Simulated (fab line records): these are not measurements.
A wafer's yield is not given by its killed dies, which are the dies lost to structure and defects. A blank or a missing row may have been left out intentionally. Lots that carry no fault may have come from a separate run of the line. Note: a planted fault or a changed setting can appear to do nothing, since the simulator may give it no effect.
fab line records / flow nand-harc
[record] lots = 5 wafers = 15 last-day = 34
route steps=1302 shown A_M1@1190 A_BONDPAD@1202 END@1302
lots that met no fault: taken from a fault-free run of the same line
start-h: the number of hours between the record's first day and the start of the first shown wafer of the lot / wait-h: hours from the lot's prior step to this one / " identical to the entry in the row above / L1.1+2: one row covering several wafers at once / - no value, or no start was given / * or withheld: withheld / < > ~ a bound
route shown NAME@n: NAME is a module with steps in the file, n the number in the route of the first one / usual: mean and standard deviation over wafers with no fault / same: alike in all rows / chamber/n: place in a boat / sites: the reading at each site / _std_site: standard deviation across them / _edge_site: the outer-site mean with the inner-site mean subtracted / radius-mm: how far each site lies from the wafer's centre / mask NAME#n: copy n / behind: the most recent tool/chamber to have shaped the wafer / hold: the reason the lot was held/the length of the hold in hours/how it ended / device: which transistor (n, p or np) failed to switch / end of line: tests of these same wafers at the route's end / a step given without rows: its recipe and nothing more / killed: not the wafer's yield, but the dies lost to structure and defects at the first sort / map: shows each die of a wafer: x if killed, . if not, _ if none is there
set.NAME: the setting the step ran with; set.NAME@STEP: the setting that earlier step ran with / model.NAME: the simulator's own value behind a step, which no gauge read
a table for each step, a row for each wafer; lots at some steps of the route
services: when a tool's chamber went out of use (start-h, in hours from the record's first day, below 0 if earlier), for how many hours, and the reason
[[steps]]
[step NHARC_A_M1_PRE_CLEAN_30]
[recipe] time-s = 30 temp-c = 280 gas = H2/He
[usual] heater-power-w = 392/21
lot.wafer=L577.3 tool=pvd-sputter-01 chamber=- start-h=- wait-h=- heater-power-w=370
lot.wafer=L577.2 tool=pvd-sputter-01 chamber=- start-h=- wait-h=- heater-power-w=392
lot.wafer=L577.1 tool=pvd-sputter-01 chamber=- start-h=- wait-h=- heater-power-w=368
lot.wafer=L579.2 tool=pvd-sputter-02 chamber=- start-h=- wait-h=- heater-power-w=408
lot.wafer=L579.6 tool=pvd-sputter-02 chamber=- start-h=- wait-h=- heater-power-w=414
lot.wafer=L579.5 tool=pvd-sputter-02 chamber=- start-h=- wait-h=- heater-power-w=420
lot.wafer=L593.3 tool=pvd-sputter-02 chamber=- start-h=- wait-h=- heater-power-w=398
lot.wafer=L593.1 tool=pvd-sputter-02 chamber=- start-h=- wait-h=- heater-power-w=390
lot.wafer=L593.2 tool=pvd-sputter-02 chamber=- start-h=- wait-h=- heater-power-w=382
lot.wafer=L594.3 tool=pvd-sputter-02 chamber=- start-h=- wait-h=- heater-power-w=385
lot.wafer=L594.6 tool=pvd-sputter-02 chamber=- start-h=- wait-h=- heater-power-w=429
lot.wafer=L594.5 tool=pvd-sputter-02 chamber=- start-h=- wait-h=- heater-power-w=405
lot.wafer=L596.1 tool=pvd-sputter-03 chamber=- start-h=- wait-h=- heater-power-w=357
lot.wafer=L596.4 tool=pvd-sputter-03 chamber=- start-h=- wait-h=- heater-power-w=410
lot.wafer=L596.6 tool=pvd-sputter-03 chamber=- start-h=- wait-h=- heater-power-w=361
[step NHARC_A_M1_PVD_20]
[recipe] target-thk-a = 50 bias-v = 168.6 power-w = 15000 chamber-pressure-pa = 0.12 time-s = 8.06 substrate-temp-c = 50 material = TaN
[usual] throttle-valve-pct = 29.8/0.99
lot.wafer=L577.1 tool=pvd-sputter-01 chamber=- start-h=- wait-h=- throttle-valve-pct=29.3
lot.wafer=L577.3 tool=pvd-sputter-01 chamber=- start-h=- wait-h=- throttle-valve-pct=30.4
lot.wafer=L577.2 tool=pvd-sputter-01 chamber=- start-h=- wait-h=- throttle-valve-pct=28.0
lot.wafer=L579.2 tool=pvd-sputter-02 chamber=- start-h=- wait-h=- throttle-valve-pct=29.8
lot.wafer=L579.6 tool=pvd-sputter-02 chamber=- start-h=- wait-h=- throttle-valve-pct=31.2
lot.wafer=L579.5 tool=pvd-sputter-02 chamber=- start-h=- wait-h=- throttle-valve-pct=30.1
lot.wafer=L593.1 tool=pvd-sputter-02 chamber=- start-h=- wait-h=- throttle-valve-pct=30.8
lot.wafer=L593.3 tool=pvd-sputter-02 chamber=- start-h=- wait-h=- throttle-valve-pct=30.4
lot.wafer=L593.2 tool=pvd-sputter-02 chamber=- start-h=- wait-h=- throttle-valve-pct=30.4
lot.wafer=L594.3 tool=pvd-sputter-02 chamber=- start-h=- wait-h=- throttle-valve-pct=29.9
lot.wafer=L594.5 tool=pvd-sputter-02 chamber=- start-h=- wait-h=- throttle-valve-pct=30.5
lot.wafer=L594.6 tool=pvd-sputter-02 chamber=- start-h=- wait-h=- throttle-valve-pct=30.7
lot.wafer=L596.1 tool=pvd-sputter-03 chamber=- start-h=- wait-h=- throttle-valve-pct=29.7
lot.wafer=L596.4 tool=pvd-sputter-03 chamber=- start-h=- wait-h=- throttle-valve-pct=28.8
lot.wafer=L596.6 tool=pvd-sputter-03 chamber=- start-h=- wait-h=- throttle-valve-pct=30.8
[step NHARC_A_M1_PVD_21]
[recipe] target-thk-a = 300 chamber-pressure-pa = 5 power-w = 5000 substrate-temp-c = 30 time-s = 20.49 material = Cu
[step NHARC_A_M1_ECD_22]
[recipe] target-thk-a = 4000 bath-temp-c = 25 material = Cu
[step NHARC_A_M1_ANNEAL_31]
[recipe] temp-c = 225 time-s = 90
[usual] wafer_temp_C_max = 225.82/0.29
lot.wafer=L577.1 tool=rtp-anneal-02 chamber=0 start-h=555.34 wait-h=0.3 wafer_temp_C_max=225.59
lot.wafer=L577.2 tool=rtp-anneal-02 chamber=0 start-h=555.34 wait-h=0.3 wafer_temp_C_max=225.49
lot.wafer=L577.3 tool=rtp-anneal-02 chamber=0 start-h=555.34 wait-h=0.3 wafer_temp_C_max=225.66
lot.wafer=L579.2 tool=rtp-anneal-02 chamber=0 start-h=581.49 wait-h=- wafer_temp_C_max=225.75
lot.wafer=L579.5 tool=rtp-anneal-02 chamber=0 start-h=581.49 wait-h=- wafer_temp_C_max=225.82
lot.wafer=L579.6 tool=rtp-anneal-02 chamber=0 start-h=581.49 wait-h=- wafer_temp_C_max=225.60
lot.wafer=L593.1 tool=rtp-anneal-01 chamber=0 start-h=717.20 wait-h=0.3 wafer_temp_C_max=225.72
lot.wafer=L593.2 tool=rtp-anneal-01 chamber=0 start-h=717.20 wait-h=0.3 wafer_temp_C_max=226.24
lot.wafer=L593.3 tool=rtp-anneal-01 chamber=0 start-h=717.20 wait-h=0.3 wafer_temp_C_max=225.86
lot.wafer=L594.3 tool=rtp-anneal-02 chamber=0 start-h=768.37 wait-h=0.4 wafer_temp_C_max=225.75
lot.wafer=L594.5 tool=rtp-anneal-02 chamber=0 start-h=768.37 wait-h=0.4 wafer_temp_C_max=225.62
lot.wafer=L594.6 tool=rtp-anneal-02 chamber=0 start-h=768.37 wait-h=0.4 wafer_temp_C_max=225.72
lot.wafer=L596.1 tool=rtp-anneal-01 chamber=0 start-h=771.38 wait-h=- wafer_temp_C_max=226.30
lot.wafer=L596.4 tool=rtp-anneal-01 chamber=0 start-h=771.38 wait-h=- wafer_temp_C_max=226.05
lot.wafer=L596.6 tool=rtp-anneal-01 chamber=0 start-h=771.38 wait-h=- wafer_temp_C_max=226.48
[step NHARC_A_M1_CMP_23]
[recipe] t-overpolish-s = 20 target-thk-nm = 154.34
[step NHARC_A_M1_THK_MEAS_24]
[recipe] thk-meas-gauge = xrf
[usual] thk-nm = 154.6/1.6
lot.wafer=L577.1 tool=film-metro-02 chamber=- start-h=556.00 wait-h=- thk-nm=158.1
lot.wafer=L577.2 tool=film-metro-02 chamber=- start-h=556.00 wait-h=- thk-nm=157.9
lot.wafer=L577.3 tool=film-metro-02 chamber=- start-h=556.00 wait-h=- thk-nm=156.7
lot.wafer=L579.2 tool=film-metro-01 chamber=- start-h=582.10 wait-h=- thk-nm=153.2
lot.wafer=L579.5 tool=film-metro-01 chamber=- start-h=582.10 wait-h=- thk-nm=154.3
lot.wafer=L579.6 tool=film-metro-01 chamber=- start-h=582.10 wait-h=- thk-nm=155.9
lot.wafer=L593.1 tool=film-metro-02 chamber=- start-h=717.85 wait-h=- thk-nm=156.5
lot.wafer=L593.2 tool=film-metro-02 chamber=- start-h=717.85 wait-h=- thk-nm=156.1
lot.wafer=L593.3 tool=film-metro-02 chamber=- start-h=717.85 wait-h=- thk-nm=153.8
lot.wafer=L594.3 tool=film-metro-02 chamber=- start-h=768.93 wait-h=- thk-nm=156.0
lot.wafer=L594.5 tool=film-metro-02 chamber=- start-h=768.93 wait-h=- thk-nm=158.3
lot.wafer=L594.6 tool=film-metro-02 chamber=- start-h=768.93 wait-h=- thk-nm=155.5
lot.wafer=L596.1 tool=film-metro-01 chamber=- start-h=772.04 wait-h=- thk-nm=155.6
lot.wafer=L596.4 tool=film-metro-01 chamber=- start-h=772.04 wait-h=- thk-nm=154.9
lot.wafer=L596.6 tool=film-metro-01 chamber=- start-h=772.04 wait-h=- thk-nm=153.9
[step NHARC_A_M1_SRD_25]
[step NHARC_A_M1_INSPECT_27]
[usual] raw-defect-count = 512/95
lot.wafer=L577.1 tool=defect-inspect-01 chamber=- start-h=556.16 wait-h=0.0 raw-defect-count=612
lot.wafer=L577.2 tool=defect-inspect-01 chamber=- start-h=556.16 wait-h=0.0 raw-defect-count=426
lot.wafer=L577.3 tool=defect-inspect-01 chamber=- start-h=556.16 wait-h=0.0 raw-defect-count=650
lot.wafer=L579.2 tool=defect-inspect-01 chamber=- start-h=582.25 wait-h=0.0 raw-defect-count=467
lot.wafer=L579.5 tool=defect-inspect-01 chamber=- start-h=582.25 wait-h=0.0 raw-defect-count=435
lot.wafer=L579.6 tool=defect-inspect-01 chamber=- start-h=582.25 wait-h=0.0 raw-defect-count=532
lot.wafer=L593.1 tool=defect-inspect-02 chamber=- start-h=718.01 wait-h=0.0 raw-defect-count=461
lot.wafer=L593.2 tool=defect-inspect-02 chamber=- start-h=718.01 wait-h=0.0 raw-defect-count=379
lot.wafer=L593.3 tool=defect-inspect-02 chamber=- start-h=718.01 wait-h=0.0 raw-defect-count=431
lot.wafer=L594.3 tool=defect-inspect-01 chamber=- start-h=769.09 wait-h=0.0 raw-defect-count=465
lot.wafer=L594.5 tool=defect-inspect-01 chamber=- start-h=769.09 wait-h=0.0 raw-defect-count=713
lot.wafer=L594.6 tool=defect-inspect-01 chamber=- start-h=769.09 wait-h=0.0 raw-defect-count=654
lot.wafer=L596.1 tool=defect-inspect-01 chamber=- start-h=772.20 wait-h=0.0 raw-defect-count=450
lot.wafer=L596.4 tool=defect-inspect-01 chamber=- start-h=772.20 wait-h=0.0 raw-defect-count=854
lot.wafer=L596.6 tool=defect-inspect-01 chamber=- start-h=772.20 wait-h=0.0 raw-defect-count=604
[step NHARC_A_M1_PRE_CLEAN_32]
[recipe] time-s = 12 temp-c = 370 rf-power-w = 300 gas = NH3
[step NHARC_A_M1_DEP_33]
[recipe] target-thk-a = 300 temp-c = 370 target-thk-nm = 30 pressure-torr = 3 flow-sccm = 200 rf-w = 450 material = SiCN
[usual] heater-power-w = 597/41
lot.wafer=L577.1 tool=pecvd-02 chamber=1 start-h=556.30 wait-h=0.1 heater-power-w=529
lot.wafer=L577.2 tool=pecvd-02 chamber=2 start-h=556.30 wait-h=0.1 heater-power-w=645
lot.wafer=L577.3 tool=pecvd-02 chamber=0 start-h=556.30 wait-h=0.1 heater-power-w=599
lot.wafer=L579.2 tool=pecvd-03 chamber=2 start-h=582.49 wait-h=0.1 heater-power-w=634
lot.wafer=L579.6 tool=pecvd-03 chamber=1 start-h=582.49 wait-h=0.1 heater-power-w=550
lot.wafer=L579.5 tool=pecvd-03 chamber=2 start-h=582.49 wait-h=0.1 heater-power-w=625
lot.wafer=L593.3 tool=pecvd-02 chamber=2 start-h=718.16 wait-h=0.1 heater-power-w=568
lot.wafer=L593.2 tool=pecvd-02 chamber=0 start-h=718.16 wait-h=0.1 heater-power-w=546
lot.wafer=L593.1 tool=pecvd-02 chamber=1 start-h=718.16 wait-h=0.1 heater-power-w=629
lot.wafer=L594.3 tool=pecvd-03 chamber=1 start-h=769.28 wait-h=0.1 heater-power-w=624
lot.wafer=L594.6 tool=pecvd-03 chamber=0 start-h=769.28 wait-h=0.1 heater-power-w=611
lot.wafer=L594.5 tool=pecvd-03 chamber=1 start-h=769.28 wait-h=0.1 heater-power-w=632
lot.wafer=L596.1 tool=pecvd-03 chamber=2 start-h=772.43 wait-h=0.1 heater-power-w=548
lot.wafer=L596.6 tool=pecvd-03 chamber=1 start-h=772.43 wait-h=0.1 heater-power-w=594
lot.wafer=L596.4 tool=pecvd-03 chamber=2 start-h=772.43 wait-h=0.1 heater-power-w=564
[step NHARC_A_BONDPAD_DEP_00]
[recipe] target-thk-a = 2500 temp-c = 370 target-thk-nm = 250 pressure-torr = 3 flow-sccm = 200 rf-w = 450 material = SiCN
[usual] heater-power-w = 558/70
lot.wafer=L577.3 tool=pecvd-04 chamber=0 start-h=557.07 wait-h=- heater-power-w=457
lot.wafer=L577.2 tool=pecvd-04 chamber=1 start-h=557.07 wait-h=- heater-power-w=529
lot.wafer=L577.1 tool=pecvd-04 chamber=2 start-h=557.07 wait-h=- heater-power-w=547
lot.wafer=L579.2 tool=pecvd-03 chamber=2 start-h=583.00 wait-h=- heater-power-w=664
lot.wafer=L579.6 tool=pecvd-03 chamber=1 start-h=583.00 wait-h=- heater-power-w=647
lot.wafer=L579.5 tool=pecvd-03 chamber=0 start-h=583.00 wait-h=- heater-power-w=580
lot.wafer=L593.3 tool=pecvd-04 chamber=0 start-h=718.70 wait-h=- heater-power-w=511
lot.wafer=L593.2 tool=pecvd-04 chamber=1 start-h=718.70 wait-h=- heater-power-w=477
lot.wafer=L593.1 tool=pecvd-04 chamber=2 start-h=718.70 wait-h=- heater-power-w=447
lot.wafer=L594.3 tool=pecvd-04 chamber=1 start-h=769.79 wait-h=- heater-power-w=436
lot.wafer=L594.5 tool=pecvd-04 chamber=2 start-h=769.79 wait-h=- heater-power-w=555
lot.wafer=L594.6 tool=pecvd-04 chamber=0 start-h=769.79 wait-h=- heater-power-w=520
lot.wafer=L596.1 tool=pecvd-03 chamber=0 start-h=772.90 wait-h=- heater-power-w=600
lot.wafer=L596.6 tool=pecvd-03 chamber=0 start-h=772.90 wait-h=- heater-power-w=623
lot.wafer=L596.4 tool=pecvd-03 chamber=1 start-h=772.90 wait-h=- heater-power-w=621
[step NHARC_A_BONDPAD_CMP_29]
[recipe] target-thk-nm = 200 material = SiCN
[usual] motor-current-A = 12.4/1.2
lot.wafer=L577.2 tool=cmp-04 chamber=0 start-h=557.48 wait-h=- motor-current-A=13.8
lot.wafer=L577.1 tool=cmp-04 chamber=1 start-h=557.48 wait-h=- motor-current-A=12.1
lot.wafer=L577.3 tool=cmp-04 chamber=2 start-h=557.48 wait-h=- motor-current-A=11.7
lot.wafer=L579.2 tool=cmp-02 chamber=3 start-h=583.36 wait-h=- motor-current-A=10.9
lot.wafer=L579.6 tool=cmp-02 chamber=3 start-h=583.36 wait-h=- motor-current-A=10.1
lot.wafer=L579.5 tool=cmp-02 chamber=0 start-h=583.36 wait-h=- motor-current-A=12.2
lot.wafer=L593.1 tool=cmp-04 chamber=1 start-h=719.11 wait-h=- motor-current-A=12.0
lot.wafer=L593.3 tool=cmp-04 chamber=2 start-h=719.11 wait-h=- motor-current-A=11.9
lot.wafer=L593.2 tool=cmp-04 chamber=3 start-h=719.11 wait-h=- motor-current-A=12.5
lot.wafer=L594.3 tool=cmp-03 chamber=2 start-h=770.24 wait-h=- motor-current-A=14.0
lot.wafer=L594.6 tool=cmp-03 chamber=0 start-h=770.24 wait-h=- motor-current-A=12.9
lot.wafer=L594.5 tool=cmp-03 chamber=1 start-h=770.24 wait-h=- motor-current-A=11.4
lot.wafer=L596.1 tool=cmp-04 chamber=0 start-h=773.31 wait-h=- motor-current-A=13.2
lot.wafer=L596.4 tool=cmp-04 chamber=2 start-h=773.31 wait-h=- motor-current-A=11.7
lot.wafer=L596.6 tool=cmp-04 chamber=0 start-h=773.31 wait-h=- motor-current-A=14.2
[step NHARC_A_BONDPAD_THK_MEAS_30]
[recipe] thk-meas-gauge = ellipsometry
[usual] thk-nm = 199.9/1.4
lot.wafer=L577.1 tool=film-metro-02 chamber=- start-h=557.73 wait-h=0.2 thk-nm=200.4
lot.wafer=L577.2 tool=film-metro-02 chamber=- start-h=557.73 wait-h=0.2 thk-nm=198.3
lot.wafer=L577.3 tool=film-metro-02 chamber=- start-h=557.73 wait-h=0.2 thk-nm=199.8
lot.wafer=L579.2 tool=film-metro-01 chamber=- start-h=583.61 wait-h=0.2 thk-nm=198.2
lot.wafer=L579.5 tool=film-metro-01 chamber=- start-h=583.61 wait-h=0.2 thk-nm=199.9
lot.wafer=L579.6 tool=film-metro-01 chamber=- start-h=583.61 wait-h=0.2 thk-nm=199.5
lot.wafer=L593.1 tool=film-metro-02 chamber=- start-h=719.36 wait-h=0.2 thk-nm=199.1
lot.wafer=L593.2 tool=film-metro-02 chamber=- start-h=719.36 wait-h=0.2 thk-nm=201.6
lot.wafer=L593.3 tool=film-metro-02 chamber=- start-h=719.36 wait-h=0.2 thk-nm=168.6
lot.wafer=L594.3 tool=film-metro-02 chamber=- start-h=770.44 wait-h=0.2 thk-nm=198.9
lot.wafer=L594.5 tool=film-metro-02 chamber=- start-h=770.44 wait-h=0.2 thk-nm=200.4
lot.wafer=L594.6 tool=film-metro-02 chamber=- start-h=770.44 wait-h=0.2 thk-nm=201.4
lot.wafer=L596.1 tool=film-metro-01 chamber=- start-h=773.56 wait-h=0.2 thk-nm=198.6
lot.wafer=L596.4 tool=film-metro-01 chamber=- start-h=773.56 wait-h=0.2 thk-nm=198.1
lot.wafer=L596.6 tool=film-metro-01 chamber=- start-h=773.56 wait-h=0.2 thk-nm=198.8
[step NHARC_A_BONDPAD_SRD_31]
[step NHARC_END_SORT_01]
[recipe] temp-c = 25
[usual] defect-limited-yield = 90.7/3 killed-at-array = 58/20 killed-at-other = 0.9/1.4 killed-at-periphery = 4/3.1 killed-dies = 63/20 killed-open = 3.3/1.8 killed-short = 2.4/1.5
[same] gross-dies = 677
lot.wafer=L577.1 tool=prober-01 chamber=0 start-h=601.05 wait-h=2.5 defect-limited-yield[%]=83.6 killed-at-array=106 killed-at-other=0 killed-at-periphery=5 killed-dies=111 killed-open=3 killed-short=1
lot.wafer=L577.2 tool=prober-01 chamber=0 start-h=601.86 wait-h=2.8 defect-limited-yield[%]=88.5 killed-at-array=73 killed-at-other=1 killed-at-periphery=4 killed-dies=78 killed-open=3 killed-short=3
lot.wafer=L577.3 tool=prober-01 chamber=0 start-h=602.66 wait-h=3.1 defect-limited-yield[%]=87.1 killed-at-array=80 killed-at-other=1 killed-at-periphery=6 killed-dies=87 killed-open=3 killed-short=1
lot.wafer=L579.2 tool=prober-02 chamber=0 start-h=614.70 wait-h=2.8 defect-limited-yield[%]=88.9 killed-at-array=74 killed-at-other=0 killed-at-periphery=1 killed-dies=75 killed-open=5 killed-short=2
lot.wafer=L579.5 tool=prober-02 chamber=0 start-h=617.07 wait-h=3.7 defect-limited-yield[%]=88.3 killed-at-array=76 killed-at-other=0 killed-at-periphery=3 killed-dies=79 killed-open=5 killed-short=2
lot.wafer=L579.6 tool=prober-02 chamber=0 start-h=617.87 wait-h=4.0 defect-limited-yield[%]=89.5 killed-at-array=65 killed-at-other=4 killed-at-periphery=2 killed-dies=71 killed-open=4 killed-short=4
lot.wafer=L593.1 tool=prober-02 chamber=0 start-h=765.00 wait-h=2.5 defect-limited-yield[%]=87.9 killed-at-array=75 killed-at-other=0 killed-at-periphery=7 killed-dies=82 killed-open=5 killed-short=3
lot.wafer=L593.2 tool=prober-02 chamber=0 start-h=765.81 wait-h=2.8 defect-limited-yield[%]=89.8 killed-at-array=65 killed-at-other=0 killed-at-periphery=4 killed-dies=69 killed-open=3 killed-short=0
lot.wafer=L593.3 tool=prober-02 chamber=0 start-h=766.62 wait-h=3.1 defect-limited-yield[%]=91.7 killed-at-array=55 killed-at-other=0 killed-at-periphery=1 killed-dies=56 killed-open=2 killed-short=0
lot.wafer=L596.1 tool=prober-02 chamber=0 start-h=804.48 wait-h=2.5 defect-limited-yield[%]=93.5 killed-at-array=38 killed-at-other=3 killed-at-periphery=3 killed-dies=44 killed-open=1 killed-short=2
lot.wafer=L596.4 tool=prober-02 chamber=0 start-h=806.91 wait-h=3.4 defect-limited-yield[%]=93.8 killed-at-array=40 killed-at-other=0 killed-at-periphery=2 killed-dies=42 killed-open=4 killed-short=2
lot.wafer=L596.6 tool=prober-02 chamber=0 start-h=808.53 wait-h=4.0 defect-limited-yield[%]=95.3 killed-at-array=31 killed-at-other=0 killed-at-periphery=1 killed-dies=32 killed-open=2 killed-short=0
lot.wafer=L594.3 tool=prober-01 chamber=0 start-h=806.21 wait-h=3.1 defect-limited-yield[%]=93.2 killed-at-array=42 killed-at-other=0 killed-at-periphery=4 killed-dies=46 killed-open=2 killed-short=2
lot.wafer=L594.5 tool=prober-01 chamber=0 start-h=807.81 wait-h=3.7 defect-limited-yield[%]=93.9 killed-at-array=35 killed-at-other=0 killed-at-periphery=6 killed-dies=41 killed-open=4 killed-short=3
lot.wafer=L594.6 tool=prober-01 chamber=0 start-h=808.60 wait-h=4.0 defect-limited-yield[%]=92.3 killed-at-array=49 killed-at-other=1 killed-at-periphery=2 killed-dies=52 killed-open=3 killed-short=4
// killed by level:class
L577.1 A_CHANNEL_HOLE_D1:chamber-film-flake=29 A_CHANNEL_HOLE_D2:chamber-film-flake=28 A_SLIT:chamber-film-flake=23 A_CONTACT:chamber-film-flake=12 A_BONDPAD:chamber-film-flake=3 P_GATE:chamber-film-flake=2 P_M1:chamber-film-flake=2 A_CHANNEL_FILL_D1:chamber-film-flake=2
L577.2 A_CHANNEL_HOLE_D2:chamber-film-flake=22 A_CHANNEL_HOLE_D1:chamber-film-flake=20 A_SLIT:chamber-film-flake=11 A_CONTACT:chamber-film-flake=5 A_WL_FILL:chamber-film-flake=4 P_M1:chamber-film-flake=3 A_WL_FILL:geometric-particle:short=2 P_GATE:geometric-particle:open=1
L577.3 A_CHANNEL_HOLE_D2:chamber-film-flake=28 A_CHANNEL_HOLE_D1:chamber-film-flake=23 A_SLIT:chamber-film-flake=12 A_CONTACT:chamber-film-flake=8 P_GATE:chamber-film-flake=5 A_CHANNEL_FILL_D1:chamber-film-flake=3 A_CHANNEL_FILL_D1:geometric-particle:open=1 A_CHANNEL_HOLE_D2:geometric-particle:short=1
L579.2 A_CHANNEL_HOLE_D2:chamber-film-flake=29 A_SLIT:chamber-film-flake=27 A_CONTACT:chamber-film-flake=6 A_CHANNEL_HOLE_D1:chamber-film-flake=3 A_WL_FILL:geometric-particle:short=2 A_WL_FILL:chamber-film-flake=2 P_M1:geometric-particle:open=1 A_CHANNEL_HOLE_D2:geometric-particle:open=1
L579.5 A_CHANNEL_HOLE_D2:chamber-film-flake=34 A_SLIT:chamber-film-flake=28 A_CHANNEL_HOLE_D1:chamber-film-flake=4 A_CONTACT:chamber-film-flake=4 P_CONTACT:geometric-particle:open=1 P_M1:geometric-particle:open=1 P_M2:geometric-particle:open=1 A_CHANNEL_HOLE_D1:geometric-particle:open=1
L579.6 A_CHANNEL_HOLE_D2:chamber-film-flake=34 A_SLIT:chamber-film-flake=15 A_CHANNEL_HOLE_D1:chamber-film-flake=4 THIN_TSV:chamber-film-flake=4 A_WL_FILL:geometric-particle:short=2 A_CONTACT:chamber-film-flake=2 P_M0:geometric-particle:open=1 P_M2:geometric-particle:open=1
L593.1 A_CHANNEL_HOLE_D1:chamber-film-flake=26 A_CHANNEL_HOLE_D2:chamber-film-flake=26 A_SLIT:chamber-film-flake=5 A_CONTACT:chamber-film-flake=5 A_CHANNEL_FILL_D1:chamber-film-flake=4 P_GATE:chamber-film-flake=3 A_ONON_D1:geometric-particle:short=2 P_STI:chamber-film-flake=2
L593.2 A_CHANNEL_HOLE_D1:chamber-film-flake=31 A_CHANNEL_HOLE_D2:chamber-film-flake=18 A_CONTACT:chamber-film-flake=7 A_WL_FILL:geometric-particle:open=2 P_GATE:chamber-film-flake=2 A_SLIT:chamber-film-flake=2 A_BONDPAD:chamber-film-flake=2 A_ONON_D1:geometric-particle:open=1
L593.3 A_CHANNEL_HOLE_D1:chamber-film-flake=25 A_CHANNEL_HOLE_D2:chamber-film-flake=16 A_SLIT:chamber-film-flake=6 A_CONTACT:chamber-film-flake=2 A_ONON_D1:geometric-particle:open=1 A_CHANNEL_FILL_D2:geometric-particle:open=1 P_STI:chamber-film-flake=1 A_CHANNEL_FILL_D1:chamber-film-flake=1
L596.1 A_SLIT:chamber-film-flake=31 A_CONTACT:chamber-film-flake=3 A_CHANNEL_HOLE_D1:chamber-film-flake=2 THIN_TSV:chamber-film-flake=2 P_CONTACT:geometric-particle:open=1 A_DECK1_JOINT:geometric-particle:short=1 STARTING-WAFER:geometric-particle:short=1 P_ZERO_WELL:chamber-film-flake=1
L594.3 A_CHANNEL_HOLE_D1:chamber-film-flake=15 A_STAIRCASE:chamber-film-flake=10 A_CONTACT:chamber-film-flake=7 A_SLIT:chamber-film-flake=4 P_GATE:chamber-film-flake=2 P_CONTACT:geometric-particle:short=1 A_ONON_D1:geometric-particle:open=1 A_CHANNEL_HOLE_D2:geometric-particle:open=1
L596.4 A_SLIT:chamber-film-flake=22 A_WL_FILL:chamber-film-flake=4 A_CONTACT:chamber-film-flake=4 A_SOURCE_PLATE:geometric-particle:short=1 A_DECK1_JOINT:geometric-particle:open=1 A_CHANNEL_FILL_D2:geometric-particle:open=1 A_CONTACT:geometric-particle:short=1 A_CONTACT:geometric-particle:open=1
L594.5 A_CHANNEL_HOLE_D1:chamber-film-flake=9 A_SLIT:chamber-film-flake=9 A_STAIRCASE:chamber-film-flake=4 A_CONTACT:chamber-film-flake=3 P_M2:geometric-particle:open=2 P_GATE:chamber-film-flake=2 A_ZERO_WELL:chamber-film-flake=2 P_M0:geometric-particle:open=1
L596.6 A_SLIT:chamber-film-flake=17 A_CONTACT:chamber-film-flake=8 A_ONON_D2:geometric-particle:open=1 A_M1:geometric-particle:open=1 P_GATE:chamber-film-flake=1 A_CHANNEL_HOLE_D1:chamber-film-flake=1 A_CHANNEL_FILL_D1:chamber-film-flake=1 A_STAIRCASE:chamber-film-flake=1
L594.6 A_CHANNEL_HOLE_D1:chamber-film-flake=16 A_STAIRCASE:chamber-film-flake=11 A_SLIT:chamber-film-flake=6 A_CONTACT:chamber-film-flake=6 P_GATE:chamber-film-flake=2 A_WL_FILL:chamber-film-flake=2 A_ONON_D1:geometric-particle:short=1 A_DECK1_JOINT:geometric-particle:short=1
[[services]]
tool=pecvd-03 chamber=- start-h=547.08 hours=13.0 kind=pm
tool=pvd-sputter-03 chamber=- start-h=552.72 hours=10.0 kind=pm
tool=pvd-sputter-02 chamber=- start-h=555.69 hours=6.9 kind=repair
tool=pvd-sputter-03 chamber=- start-h=579.53 hours=1.3 kind=repair
tool=pecvd-04 chamber=- start-h=582.43 hours=0.5 kind=repair
tool=pvd-sputter-01 chamber=- start-h=583.37 hours=10.0 kind=pm
tool=pecvd-02 chamber=- start-h=589.66 hours=13.0 kind=pm
tool=pvd-sputter-02 chamber=- start-h=597.37 hours=1.4 kind=repair
tool=cmp-04 chamber=- start-h=601.16 hours=4.0 kind=pm
tool=pecvd-02 chamber=- start-h=605.25 hours=0.8 kind=repair
tool=pvd-sputter-03 chamber=- start-h=617.95 hours=0.5 kind=repair
tool=pecvd-04 chamber=2 start-h=622.94 hours=3.1 kind=repair
tool=pecvd-04 chamber=- start-h=631.08 hours=13.0 kind=pm
tool=pvd-sputter-02 chamber=- start-h=638.00 hours=10.0 kind=pm
tool=pvd-sputter-02 chamber=- start-h=658.37 hours=5.7 kind=repair
tool=cmp-04 chamber=- start-h=699.16 hours=4.0 kind=pm
tool=pvd-sputter-02 chamber=- start-h=724.06 hours=2.2 kind=repair
tool=pecvd-03 chamber=- start-h=728.08 hours=13.0 kind=pm
tool=pvd-sputter-03 chamber=- start-h=730.72 hours=10.0 kind=pm
tool=pvd-sputter-03 chamber=- start-h=742.65 hours=1.7 kind=repair
tool=rtp-anneal-02 chamber=- start-h=744.00 hours=12.0 kind=pm
tool=pecvd-04 chamber=0 start-h=746.54 hours=6.8 kind=repair
tool=pvd-sputter-01 chamber=- start-h=761.37 hours=10.0 kind=pm
tool=pvd-sputter-02 chamber=- start-h=768.20 hours=2.4 kind=repair
[[key]]
[first-sign] step = NHARC_A_BONDPAD_THK_MEAS_30 reading = thk-nm direction = down sigmas = 22 usual = 199.9 struck = 168.6
effect none on later readings
met-at NHARC_A_BONDPAD_DEP_00
struck-wafers L593.3
onset-between 557.07 718.70
[fault] kind = process-parameter-drift tool = pecvd-04 chamber = - onset-h = 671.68 steps = NHARC_A_BONDPAD_DEP_00 channel = target-thk-nm offset = -80.435 shape = step end-h = 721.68 scope = struck-wafers-only acts-in = these-recipes-only stated = 250
